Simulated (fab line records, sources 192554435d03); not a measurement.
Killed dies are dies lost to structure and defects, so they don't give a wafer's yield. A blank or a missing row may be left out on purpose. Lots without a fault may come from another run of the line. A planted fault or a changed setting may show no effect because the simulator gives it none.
Split-lot experiment | flow n5_finfet | 7 lots, 21 wafers read, on a route of 1938 steps

THE SPLIT
At N5_MIM_BOT_LITHO_EXPOSE_05 (exposes mask MIM BOT), the setting dose_mj was moved away from the recipe's 24.25 on 7 of the 21 wafers read, by -5.8% to +7.0%. The other wafers ran this setting at the recipe's value.

FROM THE SPLIT TO THE READING: what the file shows between them, 3 steps
- N5_MIM_BOT_LITHO_PEB_06
- N5_MIM_BOT_LITHO_DEVELOP_07: develop time 60 s
- N5_MIM_BOT_LITHO_HARDBAKE_09: time 120 s

THE READING
cd_nm, in nm, at N5_MIM_BOT_LITHO_CD_MEAS_08 (target cd 3000 nm). Fault-free wafers of this fab line usually give 3000.2 nm, standard deviation 1.7 nm.

wafer  | tool, chamber at the split | dose_mj as run | against the recipe | cd_nm, nm | against lot-mates on the recipe
L076.1 | krf_scanner-01, 0          | 24.25          | recipe             | 2999.0    | -
L076.3 | krf_scanner-01, 0          | 24.25          | recipe             | 3002.0    | -
L076.4 | krf_scanner-01, 0          | 24.25          | recipe             | 2998.5    | -
L086.2 | krf_scanner-01, 0          | 24.25          | recipe             | 3000.8    | -
L086.3 | krf_scanner-01, 0          | 22.95          | -5.4%              | 2992.8    | -8.0
L086.4 | krf_scanner-01, 0          | 22.95          | -5.4%              | 2992.0    | -8.8
L087.1 | krf_scanner-02, 0          | 24.25          | recipe             | 3001.4    | -
L087.2 | krf_scanner-02, 0          | 24.25          | recipe             | 2999.2    | -
L087.6 | krf_scanner-02, 0          | 24.25          | recipe             | 3001.3    | -
L089.1 | krf_scanner-02, 0          | 24.97          | +3.0%              | 3005.1    | +5.0
L089.4 | krf_scanner-02, 0          | 24.25          | recipe             | 3000.1    | -
L089.5 | krf_scanner-02, 0          | 24.97          | +3.0%              | 3004.3    | +4.2
L092.2 | krf_scanner-01, 0          | 25.95          | +7.0%              | 3012.3    | +15.1
L092.3 | krf_scanner-01, 0          | 24.25          | recipe             | 2995.5    | -
L092.4 | krf_scanner-01, 0          | 24.25          | recipe             | 2998.9    | -
L090.2 | krf_scanner-02, 0          | 24.25          | recipe             | 2999.9    | -
L090.4 | krf_scanner-02, 0          | 24.25          | recipe             | 3001.2    | -
L090.5 | krf_scanner-02, 0          | 22.84          | -5.8%              | 2990.3    | -10.2
L094.1 | krf_scanner-02, 0          | 24.25          | recipe             | 2996.5    | -
L094.5 | krf_scanner-02, 0          | 25.92          | +6.9%              | 3013.6    | +16.1
L094.6 | krf_scanner-02, 0          | 24.25          | recipe             | 2998.5    | -

THE FIT
A straight line over all 21 wafers: cd_nm changes by +1.68 nm for each +1% of dose_mj; r = +0.95; the points scatter about the line by 1.8 nm.
The same after taking each lot's own level away (the mean of its wafers on the recipe; 21 wafers): +1.91 nm for each +1%; r = +0.98; scatter 1.4 nm.
On that fit, the largest move of dose_mj shifts the reading by 13 nm.
The lots' own levels span 2997.20 to 3000.80 nm, that is 2.1 times the standard deviation above.
So the lot-to-lot level changes the slope: the two fits differ.
Check: with one of the wafers moved furthest among these (+7.0%) left out of the fit, the line predicts +13.2 nm for it against its lot-mates. It came out at +15.1 nm against them.

OTHER SPLITS ON THESE WAFERS
These wafers also went through other splits before the reading. Each is held against what the fit with the lots' levels taken away leaves over:
other split on the same wafers    | wafers away from the commonest value | r with cd_nm (lot level and that fit taken away)
N5_BEOL_M13_COAT_65 spin_rpm      | 7                                    | +0.22
N5_BEOL_M14_COAT_58 spin_rpm      | 7                                    | -0.42
N5_BEOL_M14_EXPOSE_07 dose_mj     | 7                                    | +0.46
N5_BEOL_M15_COAT_22 spin_rpm      | 7                                    | -0.19
N5_BEOL_M15_TRENCH_ETCH_34 time_s | 5                                    | -0.21

THE FILE'S OWN FIT
cd_nm changes by +1.99 nm for each +1% of dose_mj, r = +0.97.
